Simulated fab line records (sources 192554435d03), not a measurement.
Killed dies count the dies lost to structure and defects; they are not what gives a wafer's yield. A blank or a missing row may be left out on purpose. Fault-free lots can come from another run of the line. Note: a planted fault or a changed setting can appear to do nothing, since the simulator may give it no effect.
Matching of chambers | flow n5-finfet | N5_DUMMY_GATE_ETCH_23 on rie-si-05: 4 sister chambers
The step etches poly-Si in HBr/Cl2/O2, target depth 41 nm, time 22.3 s. 14 wafers are shown with their chamber, then 7 later ones without.

## EACH WAFER AND ITS CHAMBER
wafer  | chamber | throttle-valve-pct (%) | drypump-motor-current-A (A) | he-backside-leak-sccm (sccm)
L074.1 | 3       | 38.0                   | 5.8                         | 2.6
L074.4 | 0       | 37.3                   | 5.2                         | 2.4
L074.6 | 3       | 38.0                   | 5.8                         | 2.6
L079.1 | 1       | 37.1                   | 6.2                         | 2.9
L079.5 | 0       | 37.3                   | 5.2                         | 2.6
L079.6 | 1       | 37.1                   | 6.2                         | 2.7
L082.2 | 2       | 37.2                   | 6.4                         | 3.4
L082.3 | 1       | 37.1                   | 6.2                         | 2.9
L082.4 | 3       | 38.0                   | 5.9                         | 2.7
L084.3 | 0       | 37.3                   | 5.2                         | 2.4
L084.4 | 3       | 37.9                   | 5.8                         | 2.7
L084.6 | 2       | 37.2                   | 6.4                         | 3.4
L085.1 | 3       | 38.0                   | 5.9                         | 2.7
L085.3 | 1       | 37.1                   | 6.1                         | 2.9

SIGNATURES (averages over the wafers above)
reading                 | chamber 0 | chamber 1 | chamber 2 | chamber 3 | scatter within a chamber
throttle-valve-pct      | 37.300    | 37.100    | 37.200    | 37.980    | 0.0283
drypump-motor-current-A | 5.200     | 6.175     | 6.400     | 5.840     | 0.0442
he-backside-leak-sccm   | 2.467     | 2.850     | 3.400     | 2.660     | 0.0829
Rule: for each reading, subtract the chamber's mean from the wafer's reading, divide by that reading's scatter and square the result; add these up over the readings and take the root, which gives the wafer's distance from the chamber. If the next closest chamber is less than 2 further off than the closest, the wafer can't be placed; otherwise it belongs to the closest. The scatter: the root of (the sum of the squares of (reading less its chamber's mean) over the shown wafers, divided by (wafers less chambers)).

## WAFERS WHOSE CHAMBER IS MISSING
wafer  | throttle-valve-pct (%) | drypump-motor-current-A (A) | he-backside-leak-sccm (sccm)
L085.5 | 37.1                   | 6.1                         | 2.8
L086.1 | 37.3                   | 5.3                         | 2.4
L086.3 | 37.2                   | 6.4                         | 3.4
L086.6 | 37.1                   | 6.1                         | 2.9
L087.2 | 37.3                   | 5.3                         | 2.5
L087.5 | 38.0                   | 5.8                         | 2.6
L087.6 | 37.2                   | 6.4                         | 3.3

## CHAMBER TAKEN BY EACH
wafer  | from the rows above | in truth
L085.5 | 1                   | 1
L086.1 | 0                   | 0
L086.3 | 2                   | 2
L086.6 | 1                   | 1
L087.2 | 0                   | 0
L087.5 | 3                   | 3
L087.6 | 2                   | 2
Placed correctly: 7 of 7. Can't be placed from these rows: 0. Placed wrongly: 0.
